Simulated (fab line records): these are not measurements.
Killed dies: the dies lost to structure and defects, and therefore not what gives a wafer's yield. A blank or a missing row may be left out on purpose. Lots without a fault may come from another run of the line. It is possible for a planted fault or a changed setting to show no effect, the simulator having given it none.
fab line records	flow n5_finfet
record lots=10	wafers=30	last_day=18
route steps=1938 shown ZERO_LAYER@15 WELL_APT@30 BEOL_M4@1111 PASSIVATION@1936
lots that met no fault: taken from a fault-free run of the same line
start_h: start of the lot's first displayed wafer, in hours after the record's first day	wait_h: time in hours since the lot's previous step	" as in the row above	L1.1+2: a single row standing in for several wafers	- no value, or no start given	* or withheld: withheld	< > ~ a bound
route shown NAME@n: a module of which the file shows steps, and the number in the route of the first	usual: the fault-free wafers' mean and standard deviation	same: alike in all rows	chamber/n: place in a boat	sites: each site's reading	_std_site: the values' standard deviation	_edge_site: the outer-site mean with the inner-site mean subtracted	radius_mm: how far each site lies from the wafer's centre	mask NAME#n: copy n	behind: the tool/chamber that last shaped the wafer	hold: why the lot went on hold/how many hours it stayed there/how the hold came to an end	device: whichever transistor did not switch (one of n, p or np)	end of line: the same wafers' tests at the end of the route	a step given without rows: its recipe and nothing more	killed: dies that structure and defects cost at the first sort, which is not the same as the wafer's yield	map: a wafer's dies, x killed, . not, _ none there
set.NAME: the setting the step ran with; set.NAME@STEP: the setting that earlier step ran with	model.NAME: the simulator's own value behind a step, which no gauge read
steps of the route over a sample of lots; a table a step, a row a wafer
services: when a tool's chamber went out of use (start_h, in hours from the record's first day, below 0 if earlier), for how many hours, and the reason
## steps
# step N5_ZERO_LAYER_ETCH_17
# recipe chemistry=CF4	target=SiO2	target_depth_a=120	time_s=13.3	ion_energy_ev=350	pressure_mtorr=40	source_w=450	bias_w=215	Ar_flow_sccm=100	cf4_flow_sccm=100
# usual drypump_motor_current_A=5.6/0.49	oes_product_au=0.79/0.1	rf_vpp_V=947/4.8	showerhead_plenum_p_Torr=2.12/0.079	throttle_valve_pct=15.75/0.16
lot.wafer	tool	chamber	start_h	wait_h	drypump_motor_current_A	oes_product_au	rf_hours_counter_h	rf_vpp_V	showerhead_plenum_p_Torr	throttle_valve_pct
L952.1	rie_diel-05	0	19.03	0.0	5.4	0.73	179	943	2.04	15.71
L952.2	"	2	"	"	5.5	0.88	39	945	2.10	15.60
L952.6	"	0	"	"	5.4	0.73	-	941	2.04	15.72
L954.2	rie_diel-05	0	31.10	0.0	5.4	0.72	185	944	2.04	15.72
L954.5	"	1	"	"	6.3	0.71	-	949	2.13	15.81
L954.6	"	2	"	"	5.5	0.86	-	944	2.10	15.61
L955.3	rie_diel-05	3	36.71	0.0	5.9	0.96	4	958	2.28	15.37
L955.4	"	1	"	"	6.3	0.71	160	948	2.13	15.82
L955.6	"	2	"	"	5.5	0.86	-	945	2.10	15.63
L957.2	rie_diel-04	0	48.84	0.0	4.8	0.68	222	941	2.03	15.84
L957.5	"	1	"	"	5.2	0.72	-	947	2.12	15.73
L957.6	"	3	"	"	6.2	0.82	-	944	2.08	15.76
L958.1	rie_diel-04	3	54.99	0.0	6.2	0.82	82	945	2.08	15.77
L958.4	"	0	"	"	4.8	0.69	-	944	2.03	15.85
L958.5	"	3	"	"	6.2	0.82	-	945	2.08	15.75
L960.3	rie_diel-02	2	66.93	0.0	5.8	0.94	6	957	2.27	15.45
L960.5	"	3	"	"	5.7	0.69	-	947	2.10	16.01
L960.6	"	0	"	"	5.7	0.74	-	948	2.13	15.84
L970.1	rie_diel-02	2	126.74	0.0	5.8	0.91	18	957	2.27	15.48
L970.2	"	3	"	"	5.7	0.99	5	946	2.10	15.51
L970.4	"	2	"	"	5.8	0.90	-	955	2.27	15.48
L971.1	rie_diel-04	1	132.71	0.0	5.1	0.71	208	949	2.11	15.75
L971.5	"	0	"	"	4.8	0.68	-	942	2.02	15.89
L971.6	"	3	"	"	6.2	0.81	-	945	2.07	15.80
L972.3	rie_diel-02	3	139.07	0.0	5.7	0.98	8	948	2.10	15.54
L972.5	"	0	"	"	5.7	0.73	-	949	2.13	15.85
L972.6	"	3	"	"	5.7	0.96	-	948	2.10	15.52
L973.1	rie_diel-02	3	144.84	0.0	5.7	0.96	11	946	2.10	15.53
L973.2	"	2	"	"	5.8	0.89	24	956	2.27	15.49
L973.4	"	2	"	"	5.8	0.88	-	957	2.27	15.48
# step N5_ZERO_LAYER_INSPECT_20
# recipe inspect_instrument=darkfield	mode=post_clean
# usual raw_defect_count=41/18
lot.wafer	tool	chamber	start_h	wait_h	raw_defect_count
L952.1	defect_inspect-02	-	19.57	0.0	47
L952.2	"	-	"	"	49
L952.6	"	-	"	"	29
L954.2	defect_inspect-02	-	31.65	0.0	24
L954.5	"	-	"	"	53
L954.6	"	-	"	"	24
L955.3	defect_inspect-01	-	37.53	0.0	38
L955.4	"	-	"	"	40
L955.6	"	-	"	"	41
L957.2	defect_inspect-01	-	49.40	0.0	47
L957.5	"	-	"	"	56
L957.6	"	-	"	"	36
L958.1	defect_inspect-01	-	55.54	0.0	27
L958.4	"	-	"	"	25
L958.5	"	-	"	"	43
L960.3	defect_inspect-02	-	67.47	0.0	98
L960.5	"	-	"	"	39
L960.6	"	-	"	"	17
L970.1	defect_inspect-02	-	127.28	0.0	33
L970.2	"	-	"	"	33
L970.4	"	-	"	"	63
L971.1	defect_inspect-02	-	133.25	0.0	34
L971.5	"	-	"	"	37
L971.6	"	-	"	"	19
L972.3	defect_inspect-01	-	139.61	0.0	17
L972.5	"	-	"	"	36
L972.6	"	-	"	"	39
L973.1	defect_inspect-01	-	145.38	0.0	9
L973.2	"	-	"	"	32
L973.4	"	-	"	"	23
# step N5_WELL_APT_INSPECT_10
# recipe mode=adi	inspect_instrument=macro
# usual raw_defect_count=2.0/1.3
lot.wafer	tool	chamber	start_h	wait_h	raw_defect_count
L952.1	defect_inspect-01	-	19.92	0.0	2
L952.2	"	-	"	"	2
L952.6	"	-	"	"	1
L954.2	defect_inspect-02	-	32.00	0.0	3
L954.5	"	-	"	"	3
L954.6	"	-	"	"	4
L955.3	defect_inspect-02	-	37.89	0.0	4
L955.4	"	-	"	"	1
L955.6	"	-	"	"	5
L957.2	defect_inspect-02	-	49.76	0.0	1
L957.5	"	-	"	"	4
L957.6	"	-	"	"	2
L958.1	defect_inspect-01	-	55.89	0.0	1
L958.4	"	-	"	"	1
L958.5	"	-	"	"	1
L960.3	defect_inspect-02	-	67.96	0.0	1
L960.5	"	-	"	"	3
L960.6	"	-	"	"	2
L970.1	defect_inspect-01	-	127.63	0.0	0
L970.2	"	-	"	"	1
L970.4	"	-	"	"	3
L971.1	defect_inspect-01	-	133.61	0.0	1
L971.5	"	-	"	"	1
L971.6	"	-	"	"	1
L972.3	defect_inspect-02	-	140.09	0.0	3
L972.5	"	-	"	"	1
L972.6	"	-	"	"	2
L973.1	defect_inspect-02	-	145.86	0.0	3
L973.2	"	-	"	"	1
L973.4	"	-	"	"	7
# step N5_WELL_APT_IMPLANT_15
# recipe species=As	energy_kev=25	dose_cm2=1.5e+13	tilt_deg=0	rotation_deg=0
# usual dose_ions_cm2=1.5001e+13/1.5e+10	faraday_current_uA=190/3.9
lot.wafer	tool	chamber	start_h	wait_h	dose_ions_cm2	faraday_current_uA
L952.1	implanter-02	0	20.24	0.1	1.5003e+13	188
L952.2	"	0	"	"	1.4981e+13	191
L952.6	"	0	"	"	1.5008e+13	191
L954.2	implanter-02	0	32.35	0.1	1.5015e+13	187
L954.5	"	0	"	"	1.5001e+13	188
L954.6	"	0	"	"	1.5015e+13	191
L955.3	implanter-01	0	38.43	0.1	1.4981e+13	194
L955.4	"	0	"	"	1.4999e+13	192
L955.6	"	0	"	"	1.501e+13	196
L957.2	implanter-01	0	50.10	0.1	1.5e+13	189
L957.5	"	0	"	"	1.4983e+13	195
L957.6	"	0	"	"	1.4992e+13	191
L958.1	implanter-01	0	56.21	0.1	7.77e+12	98
L958.4	"	0	"	"	7.768e+12	99
L958.5	"	0	"	"	7.774e+12	98
L960.3	implanter-01	0	68.33	0.1	7.776e+12	96
L960.5	"	0	"	"	7.745e+12	100
L960.6	"	0	"	"	7.758e+12	97
L970.1	implanter-01	0	128.05	0.1	1.4996e+13	187
L970.2	"	0	"	"	1.499e+13	185
L970.4	"	0	"	"	1.5006e+13	190
L971.1	implanter-01	0	133.92	0.1	1.5007e+13	190
L971.5	"	0	"	"	1.496e+13	191
L971.6	"	0	"	"	1.4969e+13	182
L972.3	implanter-01	0	140.59	0.1	1.503e+13	187
L972.5	"	0	"	"	1.4977e+13	189
L972.6	"	0	"	"	1.4973e+13	187
L973.1	implanter-01	0	146.20	0.1	1.5011e+13	190
L973.2	"	0	"	"	1.501e+13	189
L973.4	"	0	"	"	1.5041e+13	190
# step N5_BEOL_M4_RC_MEAS_101
# usual CJ_P=5.81/0.19	DIBL_N=36.4/1.6	DIBL_P=36.2/1.8	IOFF_N=0.159/0.029	IOFF_P=0.21/0.034	ION_N=670/12	ION_P=459/8.2	SS_N=71.5/0.59	SS_P=73.2/0.54	VT_N=250/3.3	VT_P=-250/3.7
lot.wafer	tool	chamber	start_h	wait_h	CJ_P	DIBL_N[mV/V]	DIBL_P[mV/V]	IOFF_N[nA/um]	IOFF_P[nA/um]	ION_N[uA/um]	ION_P[uA/um]	SS_N[mV/dec]	SS_P[mV/dec]	VT_N[mV]	VT_P[mV]
L952.1	prober-02	0	185.72	0.0	5.78	34.2	33.1	0.127	0.17	658	450	71.2	73.0	253	-252
L952.2	"	0	"	"	5.68	34.8	34.2	0.133	0.19	660	454	70.8	73.5	252	-252
L952.6	"	0	"	"	5.86	36.8	35.6	0.163	0.21	668	462	72.0	72.5	252	-250
L954.2	prober-02	0	209.13	0.2	6.03	38.1	36.5	0.204	0.25	697	472	72.2	73.0	248	-247
L954.5	"	0	"	"	6.12	39.7	38.4	0.260	0.31	698	477	72.9	73.5	243	-241
L954.6	"	0	"	"	5.47	37.4	35.3	0.191	0.24	683	469	72.1	73.2	247	-247
L955.3	prober-01	0	211.86	0.3	5.50	37.4	39.1	0.216	0.26	689	473	71.9	73.9	241	-246
L955.4	"	0	"	"	6.08	34.0	34.9	0.136	0.20	673	460	70.8	73.1	251	-253
L955.6	"	0	"	"	5.72	35.3	35.5	0.154	0.19	667	454	71.1	73.5	250	-253
L957.2	prober-01	0	216.72	0.2	6.08	35.7	36.0	0.152	0.24	668	469	71.6	73.0	248	-247
L957.5	"	0	"	"	5.99	37.6	38.7	0.200	0.28	680	470	71.9	73.7	246	-248
L957.6	"	0	"	"	5.46	37.2	38.2	0.187	0.27	688	472	72.0	74.3	244	-246
L960.3	prober-01	0	225.27	0.3	4.48	38.3	38.9	0.176	0.30	669	465	71.5	74.8	248	-244
L960.5	"	0	"	"	4.33	38.0	37.1	0.173	0.25	692	475	71.6	73.7	247	-247
L960.6	"	0	"	"	4.30	38.2	38.3	0.184	0.29	678	471	71.8	74.4	247	-242
L958.1	prober-01	0	243.95	0.0	4.29	35.2	35.2	0.121	0.18	656	444	71.2	73.4	254	-258
L958.4	"	0	"	"	4.37	35.8	34.8	0.130	0.16	657	443	71.6	72.6	257	-257
L958.5	"	0	"	"	4.15	37.1	37.6	0.148	0.21	664	455	71.6	73.7	252	-255
L970.1	prober-02	0	293.77	0.0	5.66	39.8	38.1	0.211	0.25	673	456	72.7	74.5	243	-251
L970.2	"	0	"	"	6.20	34.7	34.4	0.128	0.20	667	459	70.1	72.9	251	-249
L970.4	"	0	"	"	6.03	37.9	36.6	0.181	0.24	677	458	72.7	73.4	246	-248
L971.1	prober-02	0	304.09	0.0	5.67	39.1	37.3	0.199	0.22	683	460	71.9	73.5	247	-250
L971.5	"	0	"	"	5.87	38.5	36.3	0.188	0.21	695	470	71.4	73.1	245	-250
L971.6	"	0	"	"	6.07	39.0	38.0	0.196	0.25	679	462	71.4	73.4	245	-246
L972.3	prober-02	0	311.25	0.3	5.83	35.5	34.9	0.113	0.14	649	443	71.2	72.3	257	-262
L972.5	"	0	"	"	5.65	38.6	39.7	0.190	0.20	673	453	72.2	73.7	250	-253
L972.6	"	0	"	"	5.81	36.9	37.1	0.152	0.16	675	455	71.9	72.9	251	-258
L973.1	prober-01	0	331.48	0.0	5.71	36.1	37.1	0.157	0.22	657	458	71.7	73.4	253	-250
L973.2	"	0	"	"	5.41	37.3	39.1	0.196	0.26	689	472	71.7	73.6	247	-248
L973.4	"	0	"	"	5.85	33.1	34.9	0.117	0.19	652	460	70.8	72.5	253	-250
# step N5_PASSIVATION_PROBE_49
# usual defect_limited_yield=91.1/1.5	killed_at_M0_to_M3=33/9.9	killed_at_M4_up=14/5.2	killed_at_contacts=12/6.7	killed_at_front_end=43/13	killed_at_other=3.4/2.7	killed_dies=105/17	killed_open=69/13	killed_short=33/7.5	sort_bin_5_function=5.2/0.91	sort_bin_6_memory=3.3/0.71	sort_n_pass=1075/17	sort_yield_pct=91.1/1.5
# same gross_dies=1180	killed_at_back_side=0	sort_bin_4_leakage[%]=0	sort_bin_8_speed[%]=0
lot.wafer	tool	chamber	start_h	wait_h	defect_limited_yield[%]	killed_at_M0_to_M3	killed_at_M4_up	killed_at_contacts	killed_at_front_end	killed_at_other	killed_dies	killed_open	killed_short	sort_bin_5_function[%]	sort_bin_6_memory[%]	sort_n_pass	sort_yield_pct[%]
L952.1	prober-01	-	299.52	0.0	90.5	25	24	11	49	3	112	76	33	6.1	2.9	1068	90.5
L952.2	prober-01	-	299.57	0.1	88.1	22	18	20	75	5	140	101	31	5.8	5.2	1040	88.1
L952.6	prober-01	-	299.77	0.3	88.6	29	11	21	70	3	134	89	45	6.9	4.2	1046	88.6
L960.3	prober-02	-	328.17	0.1	92.4	40	14	5	29	2	90	66	24	4.7	2.7	1090	92.4
L960.5	prober-02	-	328.27	0.2	91.9	34	16	6	27	12	95	52	43	4.5	3.0	1085	91.9
L960.6	prober-02	-	328.32	0.3	92.6	39	11	7	28	2	87	54	32	4.9	2.1	1093	92.6
L958.1	prober-01	-	342.58	0.0	89.2	53	19	14	39	2	127	80	44	5.8	4.6	1053	89.2
L958.4	prober-01	-	342.73	0.2	92.3	34	12	12	33	0	91	67	24	4.9	2.6	1089	92.3
L958.5	prober-01	-	342.78	0.2	91.1	33	18	5	48	1	105	64	32	4.7	3.1	1075	91.1
L971.1	prober-02	-	406.77	0.0	91.2	38	20	8	36	2	104	65	38	5.3	3.2	1076	91.2
L971.5	prober-02	-	406.97	0.2	90.8	29	20	12	45	2	108	71	34	5.1	3.7	1072	90.8
L971.6	prober-02	-	407.02	0.3	91.6	26	19	17	36	1	99	60	39	5.3	2.8	1081	91.6
# killed by level:class
L952.1 FIN_SAQP:geometric_particle:short=15 MOL_CONTACT_COAG:geometric_particle:open=11 STI_FIN_REVEAL:geometric_particle:open=10 BEOL_M4:geometric_particle:open=9 BEOL_M2:geometric_particle:open=8 GATE_CUT:geometric_particle:short=6 BEOL_M0_SAQP:geometric_particle:open=6 FIN_SAQP:geometric_particle:open=4
L952.2 FIN_SAQP:geometric_particle:open=20 STI_FIN_REVEAL:geometric_particle:open=17 MOL_CONTACT_COAG:geometric_particle:open=16 BEOL_M4:geometric_particle:open=8 DUMMY_GATE:geometric_particle:open=6 BEOL_M0_SAQP:geometric_particle:open=6 BEOL_M2:geometric_particle:open=6 HKMG_FIN:area_etch=6
L952.6 MOL_CONTACT_COAG:geometric_particle:open=18 STI_FIN_REVEAL:geometric_particle:open=16 FIN_SAQP:geometric_particle:short=14 FIN_SAQP:geometric_particle:open=12 BEOL_M1:geometric_particle:open=8 BEOL_M0_SAQP:geometric_particle:short=6 BEOL_M4:geometric_particle:open=6 GATE_CUT:geometric_particle:open=5
L960.3 FIN_SAQP:geometric_particle:open=12 BEOL_M3:geometric_particle:open=12 BEOL_M0_SAQP:geometric_particle:short=11 BEOL_M0_SAQP:geometric_particle:open=8 BEOL_M4:geometric_particle:open=6 BEOL_M2:geometric_particle:open=4 GATE_CUT:geometric_particle:open=3 MOL_CONTACT_COAG:geometric_particle:open=3
L960.5 BEOL_M0_SAQP:geometric_particle:short=17 BEOL_M3:geometric_particle:open=7 PAD_METAL:geometric_particle:open=7 BEOL_M0_SAQP:geometric_particle:open=5 BEOL_M4:geometric_particle:open=5 GATE_CUT:geometric_particle:short=4 MOL_CONTACT_COAG:geometric_particle:open=4 FIN_SAQP:geometric_particle:short=3
L960.6 BEOL_M0_SAQP:geometric_particle:short=11 BEOL_M0_SAQP:geometric_particle:open=9 FIN_SAQP:geometric_particle:short=6 BEOL_M2:geometric_particle:open=6 FIN_SAQP:geometric_particle:open=5 MOL_CONTACT_COAG:geometric_particle:open=5 BEOL_M3:geometric_particle:open=5 BEOL_M4:geometric_particle:open=5
L958.1 BEOL_M1:geometric_particle:open=12 MOL_CONTACT_COAG:geometric_particle:open=12 BEOL_M0_SAQP:geometric_particle:short=12 BEOL_M2:geometric_particle:open=11 FIN_SAQP:geometric_particle:short=8 FIN_SAQP:geometric_particle:open=7 BEOL_M3:geometric_particle:open=7 STI_FIN_REVEAL:geometric_particle:open=6
L958.4 BEOL_M3:geometric_particle:open=17 MOL_CONTACT_COAG:geometric_particle:open=11 FIN_SAQP:geometric_particle:open=7 STI_FIN_REVEAL:geometric_particle:open=6 BEOL_M0_SAQP:geometric_particle:short=5 ILD0:geometric_particle:open=4 GATE_CUT:geometric_particle:open=4 BEOL_M2:geometric_particle:open=4
L958.5 HKMG_FIN:area_etch=9 STI_FIN_REVEAL:geometric_particle:open=8 FIN_SAQP:geometric_particle:open=7 BEOL_M0_SAQP:geometric_particle:short=6 DUMMY_GATE:geometric_particle:open=5 BEOL_M4:geometric_particle:short=5 BEOL_M0_SAQP:geometric_particle:open=5 BEOL_M1:geometric_particle:open=5
L971.1 BEOL_M1:geometric_particle:open=10 FIN_SAQP:geometric_particle:short=9 BEOL_M3:geometric_particle:open=9 FIN_SAQP:geometric_particle:open=8 MOL_CONTACT_COAG:geometric_particle:open=7 BEOL_M0_SAQP:geometric_particle:open=7 BEOL_M4:geometric_particle:open=7 BEOL_M5:geometric_particle:short=5
L971.5 FIN_SAQP:geometric_particle:short=13 MOL_CONTACT_COAG:geometric_particle:open=11 FIN_SAQP:geometric_particle:open=10 BEOL_M3:geometric_particle:open=8 DUMMY_GATE:geometric_particle:open=7 BEOL_M4:geometric_particle:open=7 STI_FIN_REVEAL:geometric_particle:open=6 BEOL_M1:geometric_particle:open=6
L971.6 MOL_CONTACT_COAG:geometric_particle:open=12 FIN_SAQP:geometric_particle:short=10 BEOL_M4:geometric_particle:open=10 BEOL_M1:geometric_particle:open=9 BEOL_M3:geometric_particle:open=6 FIN_SAQP:geometric_particle:open=5 STI_FIN_REVEAL:geometric_particle:open=5 MOL_CONTACT_COAG:geometric_particle:short=5
## services
tool	chamber	start_h	hours	kind
implanter-01	-	3.73	0.6	repair
rie_diel-04	0	7.90	6.5	repair
rie_diel-04	-	9.25	0.3	repair
implanter-01	-	30.64	5.0	pm
rie_diel-02	2	31.13	-	clean
rie_diel-02	2	31.13	-	consumable_replace:focus_ring
rie_diel-02	2	31.13	-	consumable_replace:showerhead
rie_diel-02	2	31.13	14.0	scheduled_down
rie_diel-02	2	31.13	14.0	vent_cycle
rie_diel-05	0	44.41	2.8	repair
rie_diel-05	1	45.34	8.6	repair
rie_diel-02	3	77.62	-	clean
rie_diel-02	3	77.62	-	consumable_replace:focus_ring
rie_diel-02	3	77.62	12.6	scheduled_down
rie_diel-02	3	77.62	12.6	vent_cycle
rie_diel-04	1	80.68	3.3	repair
implanter-02	-	81.45	4.2	pm
rie_diel-02	-	110.04	15.6	pm
implanter-02	-	125.88	4.8	pm
rie_diel-02	1	126.64	-	clean
rie_diel-02	1	126.64	-	consumable_replace:focus_ring
rie_diel-02	1	126.64	20.7	scheduled_down
rie_diel-02	1	126.64	20.7	vent_cycle
rie_diel-04	3	138.80	6.5	repair
## key
first_sign step=N5_WELL_APT_IMPLANT_15	reading=dose_ions_cm2	direction=down	sigmas=99+	usual=1.5001e+13	struck=7.765e+12
effect step=N5_WELL_APT_IMPLANT_15	reading=faraday_current_uA	direction=down	sigmas=24	usual=190	struck=98
effect step=N5_BEOL_M4_RC_MEAS_101	reading=CJ_P	direction=down	sigmas=7.7	usual=5.81	struck=4.32
met_at N5_WELL_APT_IMPLANT_15
struck_lots L958,L960
not_acting_at N5_ZERO_LAYER_ETCH_17,N5_ZERO_LAYER_INSPECT_20,N5_WELL_APT_INSPECT_10
onset_between 50.10 56.21
fault kind=process_parameter_drift	tool=implanter-01	chamber=-	onset_h=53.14	steps=N5_WELL_APT_IMPLANT_15	channel=dose_cm2	offset=-7.2363e+12	shape=step	end_h=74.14	acts_in=these_recipes_only	stated=1.5e+13
